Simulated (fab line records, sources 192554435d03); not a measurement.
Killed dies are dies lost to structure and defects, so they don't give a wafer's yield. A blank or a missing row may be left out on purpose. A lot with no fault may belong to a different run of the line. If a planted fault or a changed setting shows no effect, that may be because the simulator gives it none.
fab line records	flow n5_finfet
[record] lots = 13	wafers = 37	last_day = 17
route steps=1938 shown BEOL_M10@1527 BEOL_M11@1537
lots that met no fault: taken from a fault-free run of the same line
start_h: start of the lot's first displayed wafer, in hours after the record's first day	wait_h: time in hours since the lot's previous step	" the same as in the row above	L1.1+2: a row that stands for several wafers	- no value present, or no start provided	* or withheld: withheld	< > ~ a bound
route shown NAME@n: NAME is a module with steps in the file, n the number in the route of the first one	usual: mean/standard deviation of fault-free wafers	same: alike in all rows	chamber/n: place in a boat	sites: readings site by site	_std_site: standard deviation across them	_edge_site: outer sites' mean less inner sites'	radius_mm: how far each site lies from the wafer's centre	mask NAME#n: copy n	behind: the tool/chamber that last shaped the wafer	hold: why the lot was held/for how many hours/how that ended	device: transistor that didn't switch, given as n, p or np	end of line: the tests these same wafers got at the end of their route	for a step that has no rows: nothing shown but its recipe	killed: count of dies lost to structure and defects at first sort (not the wafer's yield)	map: dies across one wafer; x = killed, . = not, _ = none there
set.NAME: the setting as run; set.NAME@STEP: as run at that earlier step	model.NAME: the simulator's own value behind a step, which no gauge read
the route's steps for a sample of lots (tables are steps, rows are wafers)
services: when a tool's chamber went out of use (start_h, in hours from the record's first day, below 0 if earlier), for how many hours, and the reason
[[steps]]
[step N5_BEOL_M10_SPUTTER_48]
[recipe] material = Cu	target_thk_a = 120	temp_c = -20	bias_v = 60	power_w = 26000	chamber_pressure_pa = 0.13	time_s = 2
[usual] bias_v = 60.1/0.52	chuck_sensor_temp_C = -15.7/0.55	throttle_valve_pct = 29.7/1
lot.wafer	tool	chamber	start_h	wait_h	bias_v	chuck_sensor_temp_C	throttle_valve_pct
L311.2	pvd_sputter-03	-	248.98	0.1	60.0	-15.0	30.0
L311.3	"	-	"	"	59.4	-15.9	29.9
L311.4	"	-	"	"	60.1	-16.0	28.6
L312.2	pvd_sputter-02	-	253.09	0.4	60.0	-16.4	29.7
L312.3	"	-	"	"	61.0	-15.3	27.6
L312.4	"	-	"	"	60.2	-16.2	29.4
L316.2	pvd_sputter-02	-	269.55	0.1	59.5	-16.5	29.5
L316.3	"	-	"	"	60.0	-16.0	29.4
L315.3	pvd_sputter-02	-	270.59	0.1	60.1	-14.9	31.0
L315.4	"	-	"	"	60.5	-16.4	29.6
L315.6	"	-	"	"	61.3	-15.0	27.9
L317.2	pvd_sputter-03	-	275.05	0.1	59.8	-15.6	29.8
L317.5	"	-	"	"	59.9	-15.4	29.5
L317.6	"	-	"	"	59.6	-15.1	30.4
L320.1	pvd_sputter-03	-	302.69	0.1	60.3	-15.2	30.2
L320.2	"	-	"	"	60.2	-16.2	28.8
L320.6	"	-	"	"	60.2	-15.6	29.8
L322.2	pvd_sputter-02	-	311.71	0.1	60.8	-15.2	28.1
L322.5	"	-	"	"	60.3	-16.4	29.8
L322.6	"	-	"	"	60.2	-14.8	31.1
L321.1	pvd_sputter-02	-	311.83	0.1	60.0	-16.3	29.9
L321.2	"	-	"	"	59.9	-16.1	29.7
L321.4	"	-	"	"	59.4	-15.0	27.7
L324.1	pvd_sputter-03	-	329.02	0.1	60.5	-15.8	30.0
L324.3	"	-	"	"	60.2	-15.1	30.1
L324.5	"	-	"	"	60.8	-15.6	29.7
L327.2	pvd_sputter-02	-	352.12	0.1	59.5	-14.7	31.1
L327.3	"	-	"	"	60.6	-14.9	27.8
L329.1	pvd_sputter-01	-	362.58	0.2	59.8	-15.7	30.0
L329.2	"	-	"	"	60.7	-15.5	31.4
L329.5	"	-	"	"	60.3	-15.5	31.5
L331.3	pvd_sputter-02	-	363.92	0.9	59.8	-16.1	29.6
L331.5	"	-	"	"	59.9	-16.3	29.8
L331.6	"	-	"	"	60.2	-14.7	31.2
L330.2	pvd_sputter-01	-	364.88	0.1	59.9	-16.0	31.1
L330.4	"	-	"	"	59.1	-15.7	29.9
L330.6	"	-	"	"	59.9	-15.7	30.1
[step N5_BEOL_M10_RS_MEAS_57]
[recipe] thk_meas_gauge = four-point-probe	reads = Cu_of_BEOL_M10_ECD_50+Co_of_BEOL_M10_CVD_75+TaN_of_BEOL_M10_ALD_74
[usual] M10_RS = 0.153/0.0045
lot.wafer	tool	chamber	start_h	wait_h	M10_RS[ohm/sq]
L311.2	film_metro-02	-	249.94	0.1	0.164
L311.3	"	-	"	"	0.147
L311.4	"	-	"	"	0.153
L312.2	film_metro-02	-	254.10	0.1	0.157
L312.3	"	-	"	"	0.148
L312.4	"	-	"	"	0.153
L316.2	film_metro-02	-	270.55	0.1	0.147
L316.3	"	-	"	"	0.149
L315.3	film_metro-02	-	271.55	0.1	0.151
L315.4	"	-	"	"	0.153
L315.6	"	-	"	"	0.154
L317.2	film_metro-01	-	276.05	0.1	0.153
L317.5	"	-	"	"	0.155
L317.6	"	-	"	"	0.149
L320.1	film_metro-02	-	303.83	0.1	0.157
L320.2	"	-	"	"	0.153
L320.6	"	-	"	"	0.157
L322.2	film_metro-02	-	313.03	0.1	0.156
L322.5	"	-	"	"	0.158
L322.6	"	-	"	"	0.155
L321.1	film_metro-02	-	313.29	0.1	0.154
L321.2	"	-	"	"	0.153
L321.4	"	-	"	"	0.152
L324.1	film_metro-02	-	330.47	0.1	0.149
L324.3	"	-	"	"	0.152
L324.5	"	-	"	"	0.163
L327.2	film_metro-01	-	353.43	0.1	0.152
L327.3	"	-	"	"	0.146
L329.1	film_metro-02	-	363.89	0.1	0.160
L329.2	"	-	"	"	0.151
L329.5	"	-	"	"	0.150
L331.3	film_metro-02	-	364.89	0.1	0.150
L331.5	"	-	"	"	0.154
L331.6	"	-	"	"	0.146
L330.2	film_metro-01	-	365.84	0.1	0.149
L330.4	"	-	"	"	0.154
L330.6	"	-	"	"	0.147
[step N5_BEOL_M11_CURE_71]
[recipe] temp_c = 385	time_s = 240	ambient = He/Ar	material = SiCOH_lowk
[usual] lamp_power_pct = 52.32/0.055	wafer_temp_C_max = 386.7/0.57
lot.wafer	tool	chamber	start_h	wait_h	lamp_power_pct	wafer_temp_C_max
L311.2	uv_cure-03	2	250.16	0.1	52.38	387.1
L311.3	"	2	"	"	52.19	387.7
L311.4	"	2	"	"	52.33	388.0
L312.2	uv_cure-01	2	254.32	0.1	52.40	387.4
L312.3	"	2	"	"	52.26	387.3
L312.4	"	2	"	"	52.27	386.8
L316.2	uv_cure-01	2	270.77	0.1	52.38	386.5
L316.3	"	2	"	"	52.34	386.0
L315.3	uv_cure-02	1	271.88	0.2	52.36	387.0
L315.4	"	1	"	"	52.36	386.8
L315.6	"	1	"	"	52.27	387.0
L317.2	uv_cure-02	0	276.27	0.1	52.28	385.7
L317.5	"	0	"	"	52.40	386.1
L317.6	"	0	"	"	52.39	386.1
L320.1	uv_cure-03	1	304.18	0.3	52.16	386.6
L320.2	"	1	"	"	52.37	386.9
L320.6	"	1	"	"	52.37	386.4
L322.2	uv_cure-01	0	313.25	0.1	52.35	386.9
L322.5	"	0	"	"	52.23	387.0
L322.6	"	0	"	"	52.28	386.7
L321.1	uv_cure-03	1	313.43	0.0	52.32	387.2
L321.2	"	1	"	"	52.23	387.1
L321.4	"	1	"	"	52.32	386.2
L324.1	uv_cure-03	0	330.61	0.0	52.27	387.0
L324.3	"	0	"	"	52.36	387.3
L324.5	"	0	"	"	52.37	387.0
L327.2	uv_cure-02	2	353.97	0.4	52.28	385.8
L327.3	"	2	"	"	52.28	385.9
L329.1	uv_cure-03	1	364.04	0.0	52.28	386.3
L329.2	"	1	"	"	52.30	386.7
L329.5	"	1	"	"	52.31	386.6
L331.3	uv_cure-02	1	365.22	0.2	52.29	386.8
L331.5	"	1	"	"	52.33	386.6
L331.6	"	1	"	"	52.27	386.8
L330.2	uv_cure-01	0	366.06	0.1	52.37	386.3
L330.4	"	0	"	"	52.26	386.3
L330.6	"	0	"	"	52.30	386.5
[step N5_BEOL_M11_COAT_05]
[recipe] resist = CAR-ArF	spin_rpm = 1500	resist_thk_nm = 90
[usual] chill_plate_temp_C = 22.98/0.092	spin_speed_rpm = 1500.0/0.92
lot.wafer	tool	chamber	start_h	wait_h	chill_plate_temp_C	spin_speed_rpm
L311.2	litho_track-04	0	251.66	-	23.03	1501.9
L311.3	"	0	"	"	22.91	1500.7
L311.4	"	0	"	"	22.93	1500.3
L312.2	litho_track-03	0	255.56	-	23.01	1500.4
L312.3	"	0	"	"	22.95	1500.2
L312.4	"	0	"	"	23.04	1499.4
L316.2	litho_track-03	0	273.67	-	22.90	1498.7
L316.3	"	0	"	"	22.95	1498.2
L315.3	litho_track-03	0	273.76	-	23.03	1498.6
L315.4	"	0	"	"	22.91	1498.2
L315.6	"	0	"	"	23.05	1499.8
L317.2	litho_track-03	0	278.56	-	23.04	1365.7
L317.5	"	0	"	"	22.94	1365.8
L317.6	"	0	"	"	22.96	1365.0
L320.1	litho_track-03	0	306.70	-	23.14	1366.2
L320.2	"	0	"	"	23.03	1366.2
L320.6	"	0	"	"	23.03	1367.5
L322.2	litho_track-04	0	314.28	-	22.90	1500.1
L322.5	"	0	"	"	22.90	1499.7
L322.6	"	0	"	"	22.91	1500.1
L321.1	litho_track-04	0	317.06	-	22.92	1500.4
L321.2	"	0	"	"	22.94	1500.2
L321.4	"	0	"	"	23.03	1500.7
L324.1	litho_track-04	0	331.82	-	23.15	1498.4
L324.3	"	0	"	"	23.18	1500.3
L324.5	"	0	"	"	23.11	1499.5
L327.2	litho_track-04	0	354.69	-	23.07	1500.8
L327.3	"	0	"	"	22.86	1500.8
L329.1	litho_track-04	0	365.26	-	22.94	1499.5
L329.2	"	0	"	"	22.92	1500.2
L329.5	"	0	"	"	22.89	1501.3
L331.3	litho_track-02	0	368.60	-	22.98	1500.8
L331.5	"	0	"	"	22.99	1501.5
L331.6	"	0	"	"	22.90	1498.0
L330.2	litho_track-04	0	368.78	-	23.11	1501.0
L330.4	"	0	"	"	22.97	1499.7
L330.6	"	0	"	"	22.94	1500.0
[[services]]
tool	chamber	start_h	hours	kind
uv_cure-02	-	277.50	7.5	pm
uv_cure-02	-	288.45	18.8	repair
uv_cure-03	-	302.46	0.9	repair
litho_track-04	-	342.51	-	consumable_replace:filter
uv_cure-03	-	345.91	1.0	pm
uv_cure-01	-	350.47	7.5	pm
pvd_sputter-03	-	355.57	0.7	repair
litho_track-03	-	359.05	-	consumable_replace:filter
uv_cure-01	-	362.60	2.1	pm
pvd_sputter-02	-	365.16	1.1	repair
[[key]]
[first_sign] step = N5_BEOL_M11_COAT_05	reading = spin_speed_rpm	direction = down	sigmas = 99+	usual = *	struck = *
effect none on later readings
met_at N5_BEOL_M11_COAT_05
struck_lots L317,L320
rows_end L320.1,L320.2,L320.6
not_acting_at N5_BEOL_M10_SPUTTER_48,N5_BEOL_M10_RS_MEAS_57,N5_BEOL_M11_CURE_71
onset_between 273.76 278.56
[earlier_fault] kind = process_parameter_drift	tool = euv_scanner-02	chamber = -	onset_h = 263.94	steps = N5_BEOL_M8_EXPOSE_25	channel = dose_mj	offset = 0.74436	shape = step	acts_in = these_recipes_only	stated = 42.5
[fault] kind = process_parameter_drift	tool = litho_track-03	chamber = -	onset_h = 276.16	steps = N5_BEOL_M11_COAT_05	channel = spin_rpm	offset = *	shape = step	acts_in = *	stated = *
// rows_end: these wafers met a further fault down the route, and their rows from its step on are left out
